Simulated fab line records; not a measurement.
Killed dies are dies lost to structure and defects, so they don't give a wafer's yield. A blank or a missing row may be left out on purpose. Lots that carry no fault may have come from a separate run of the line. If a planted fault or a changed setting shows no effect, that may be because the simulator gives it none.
Chamber matching + flow nandHarc + NHARC_A_STAIRCASE_DESCUM_443 on rieDiel-01: 4 sister chambers
The step chemistry O2, time 3 s. 8 wafers are shown with their chamber, then 8 later ones without.

== EACH WAFER AND ITS CHAMBER ==
| wafer  | chamber | showerheadPlenumPTorr (Torr) | drypumpMotorCurrentA (A) |
|--------|---------|------------------------------|--------------------------|
| L077.6 | 1       | 1.94                         | 5.6                      |
| L087.2 | 0       | 1.77                         | 6.4                      |
| L087.3 | 3       | 2.00                         | 6.3                      |
| L087.5 | 3       | 2.00                         | 6.3                      |
| L088.2 | 1       | 1.92                         | 5.7                      |
| L088.4 | 0       | 1.76                         | 6.3                      |
| L088.5 | 2       | 1.90                         | 6.6                      |
| L091.1 | 2       | 1.90                         | 6.6                      |

== WAFERS WITHOUT THEIR CHAMBER ==
| wafer  | showerheadPlenumPTorr (Torr) | drypumpMotorCurrentA (A) |
|--------|------------------------------|--------------------------|
| L091.5 | 1.90                         | 6.6                      |
| L091.6 | 1.99                         | 6.3                      |
| L093.2 | 1.92                         | 5.6                      |
| L093.3 | 1.90                         | 6.6                      |
| L093.6 | 1.90                         | 6.6                      |
| L096.1 | 1.76                         | 6.3                      |
| L096.2 | 1.90                         | 6.6                      |
| L096.3 | 1.99                         | 6.2                      |

== WHICH CHAMBER EACH ONE RAN IN ==
| wafer  | from the rows above | in truth |
|--------|---------------------|----------|
| L091.5 | 2                   | 2        |
| L091.6 | 3                   | 3        |
| L093.2 | 1                   | 1        |
| L093.3 | 2                   | 2        |
| L093.6 | 2                   | 2        |
| L096.1 | 0                   | 0        |
| L096.2 | 2                   | 2        |
| L096.3 | 3                   | 3        |
Correct placement for 8 of the 8. Can't be placed from these rows: 0. Wrongly placed: 0.
How it was worked out, from the rows above alone: a wafer's distance from a chamber is the root of the sum, over the readings, of the square of ((its reading less the chamber's mean) divided by the reading's scatter). If the next closest chamber is less than 2 further off than the closest, the wafer can't be placed; otherwise it belongs to the closest. For every chamber, the mean is computed from those of its wafers that are shown. The scatter is the square root of a quotient: the sum, over the shown wafers, of each reading's squared deviation from its chamber's mean, divided by wafers minus chambers.
